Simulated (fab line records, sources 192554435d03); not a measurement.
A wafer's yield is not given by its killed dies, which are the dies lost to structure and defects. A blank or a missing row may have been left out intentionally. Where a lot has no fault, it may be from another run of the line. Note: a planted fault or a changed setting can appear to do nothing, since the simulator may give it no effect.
Chamber matching / flow n5_finfet / N5_BEOL_M4_STRIP_36 on rie_diel-04: 4 sister chambers
The step strips in N2/H2. 16 wafers are shown with their chamber, then 8 later ones without.

EACH WAFER AND ITS CHAMBER
wafer=L078.1; chamber=0; showerhead_plenum_p_Torr (Torr)=2.50; drypump_motor_current_A (A)=5.40; oes_product_au (a.u.)=0.68
wafer=L078.2; chamber=3; showerhead_plenum_p_Torr (Torr)=2.70; drypump_motor_current_A (A)=6.02; oes_product_au (a.u.)=0.88
wafer=L078.3; chamber=1; showerhead_plenum_p_Torr (Torr)=2.59; drypump_motor_current_A (A)=5.99; oes_product_au (a.u.)=0.96
wafer=L082.1; chamber=0; showerhead_plenum_p_Torr (Torr)=2.50; drypump_motor_current_A (A)=5.46; oes_product_au (a.u.)=0.67
wafer=L082.2; chamber=1; showerhead_plenum_p_Torr (Torr)=2.59; drypump_motor_current_A (A)=6.05; oes_product_au (a.u.)=0.93
wafer=L082.3; chamber=2; showerhead_plenum_p_Torr (Torr)=2.41; drypump_motor_current_A (A)=5.45; oes_product_au (a.u.)=0.67
wafer=L082.4; chamber=3; showerhead_plenum_p_Torr (Torr)=2.70; drypump_motor_current_A (A)=6.02; oes_product_au (a.u.)=0.87
wafer=L082.5; chamber=1; showerhead_plenum_p_Torr (Torr)=2.59; drypump_motor_current_A (A)=6.07; oes_product_au (a.u.)=0.94
wafer=L082.6; chamber=0; showerhead_plenum_p_Torr (Torr)=2.50; drypump_motor_current_A (A)=5.47; oes_product_au (a.u.)=0.66
wafer=L081.2; chamber=3; showerhead_plenum_p_Torr (Torr)=2.70; drypump_motor_current_A (A)=6.04; oes_product_au (a.u.)=0.86
wafer=L081.3; chamber=2; showerhead_plenum_p_Torr (Torr)=2.41; drypump_motor_current_A (A)=5.44; oes_product_au (a.u.)=0.67
wafer=L081.5; chamber=0; showerhead_plenum_p_Torr (Torr)=2.49; drypump_motor_current_A (A)=5.47; oes_product_au (a.u.)=0.67
wafer=L084.1; chamber=1; showerhead_plenum_p_Torr (Torr)=2.59; drypump_motor_current_A (A)=6.04; oes_product_au (a.u.)=0.93
wafer=L084.4; chamber=0; showerhead_plenum_p_Torr (Torr)=2.49; drypump_motor_current_A (A)=5.45; oes_product_au (a.u.)=0.65
wafer=L084.6; chamber=0; showerhead_plenum_p_Torr (Torr)=2.49; drypump_motor_current_A (A)=5.43; oes_product_au (a.u.)=0.66
wafer=L083.2; chamber=1; showerhead_plenum_p_Torr (Torr)=2.59; drypump_motor_current_A (A)=6.02; oes_product_au (a.u.)=0.92

SIGNATURES, as means of the wafers listed above
reading=showerhead_plenum_p_Torr; chamber 0=2.4950; chamber 1=2.5900; chamber 2=2.4100; chamber 3=2.7000; scatter within a chamber=0.00354
reading=drypump_motor_current_A; chamber 0=5.4467; chamber 1=6.0340; chamber 2=5.4450; chamber 3=6.0267; scatter within a chamber=0.0254
reading=oes_product_au; chamber 0=0.6650; chamber 1=0.9360; chamber 2=0.6700; chamber 3=0.8700; scatter within a chamber=0.0118
Rule: distance of a wafer from a chamber = root of the sum over the readings of ((wafer's reading minus chamber's mean) / reading's scatter) squared. If the next closest chamber is less than 2 further off than the closest, the wafer can't be placed; otherwise it belongs to the closest. The scatter: the root of (the sum of the squares of (reading less its chamber's mean) over the shown wafers, divided by (wafers less chambers)).

WAFERS WITH NO CHAMBER GIVEN
wafer=L083.3; showerhead_plenum_p_Torr (Torr)=2.70; drypump_motor_current_A (A)=6.03; oes_product_au (a.u.)=0.87
wafer=L083.5; showerhead_plenum_p_Torr (Torr)=2.59; drypump_motor_current_A (A)=6.04; oes_product_au (a.u.)=0.92
wafer=L086.2; showerhead_plenum_p_Torr (Torr)=2.59; drypump_motor_current_A (A)=6.05; oes_product_au (a.u.)=0.89
wafer=L086.3; showerhead_plenum_p_Torr (Torr)=2.49; drypump_motor_current_A (A)=5.46; oes_product_au (a.u.)=0.96
wafer=L086.4; showerhead_plenum_p_Torr (Torr)=2.41; drypump_motor_current_A (A)=5.45; oes_product_au (a.u.)=0.66
wafer=L094.1; showerhead_plenum_p_Torr (Torr)=2.69; drypump_motor_current_A (A)=6.04; oes_product_au (a.u.)=0.82
wafer=L094.2; showerhead_plenum_p_Torr (Torr)=2.48; drypump_motor_current_A (A)=5.44; oes_product_au (a.u.)=0.91
wafer=L094.3; showerhead_plenum_p_Torr (Torr)=2.72; drypump_motor_current_A (A)=5.44; oes_product_au (a.u.)=1.00

EACH ONE'S CHAMBER
wafer=L083.3; from the rows above=3; in truth=3
wafer=L083.5; from the rows above=1; in truth=1
wafer=L086.2; from the rows above=1; in truth=1
wafer=L086.3; from the rows above=0; in truth=0
wafer=L086.4; from the rows above=2; in truth=2
wafer=L094.1; from the rows above=3; in truth=3
wafer=L094.2; from the rows above=0; in truth=0
wafer=L094.3; from the rows above=3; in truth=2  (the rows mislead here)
Correctly placed: 7 of 8. From these rows, 0 cannot be placed. Placed wrongly: 1.
